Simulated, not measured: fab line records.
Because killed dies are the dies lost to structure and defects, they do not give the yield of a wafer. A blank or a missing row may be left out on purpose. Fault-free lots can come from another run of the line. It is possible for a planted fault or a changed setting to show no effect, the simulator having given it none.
Chamber matching    flow n5Finfet    pecvd-03 running N5_BEOL_M6_PECVD_70: 3 sister chambers
The step deposits SiO2 from TEOS/O2, target thk 20 nm, time 22.7 s. 16 wafers are shown with their chamber, then 8 later ones without.

EACH WAFER AND ITS CHAMBER
wafer   chamber  showerheadPlenumPTorr (Torr)  throttleValvePct (%)  heaterPowerW (W)
L078.1  0        8.78                          21.1                  732
L078.4  0        8.75                          21.6                  719
L078.6  0        8.77                          21.5                  736
L082.1  1        8.95                          22.8                  771
L082.5  0        8.77                          21.6                  833
L082.6  2        8.75                          20.8                  682
L084.1  2        8.75                          20.9                  693
L084.3  1        8.97                          22.8                  797
L084.6  0        8.75                          21.4                  852
L083.1  0        8.77                          21.6                  792
L083.3  2        8.76                          20.7                  684
L083.4  0        8.77                          21.5                  812
L090.2  1        8.94                          23.0                  792
L090.4  0        8.78                          21.4                  808
L090.6  1        8.97                          23.0                  798
L094.2  0        8.76                          21.7                  824

SIGNATURES (means of the wafers above)
reading                chamber 0  chamber 1  chamber 2  scatter within a chamber
showerheadPlenumPTorr  8.7667     8.9575     8.7533     0.0116
throttleValvePct       21.489     22.900     20.800     0.154
heaterPowerW           789.78     789.50     686.33     38.8
Rule: a wafer lies at a distance from a chamber equal to the root of the sum of squares, over the readings, of (its reading less the chamber's mean, divided by the reading's scatter). If the next closest chamber is less than 2 further off than the closest, the wafer can't be placed; otherwise it belongs to the closest. How the scatter is found: for the shown wafers, subtract from each reading the mean of its chamber, square and add these, divide the total by (wafers less chambers), then take the root.

WAFERS WHOSE CHAMBER IS MISSING
wafer   showerheadPlenumPTorr (Torr)  throttleValvePct (%)  heaterPowerW (W)
L094.4  8.97                          23.2                  681
L094.6  8.78                          20.9                  645
L095.1  8.98                          23.1                  744
L095.4  8.78                          21.5                  777
L095.5  8.94                          23.1                  755
L097.4  8.74                          21.0                  708
L097.5  8.95                          23.3                  667
L097.6  8.75                          21.9                  758

WHICH CHAMBER EACH ONE RAN IN
wafer   from the rows above  in truth
L094.4  1                    1
L094.6  2                    2
L095.1  1                    1
L095.4  0                    0
L095.5  1                    1
L097.4  2                    2
L097.5  1                    1
L097.6  0                    0
Correctly placed: 8 of 8. Can't be placed from these rows: 0. Wrongly placed: 0.
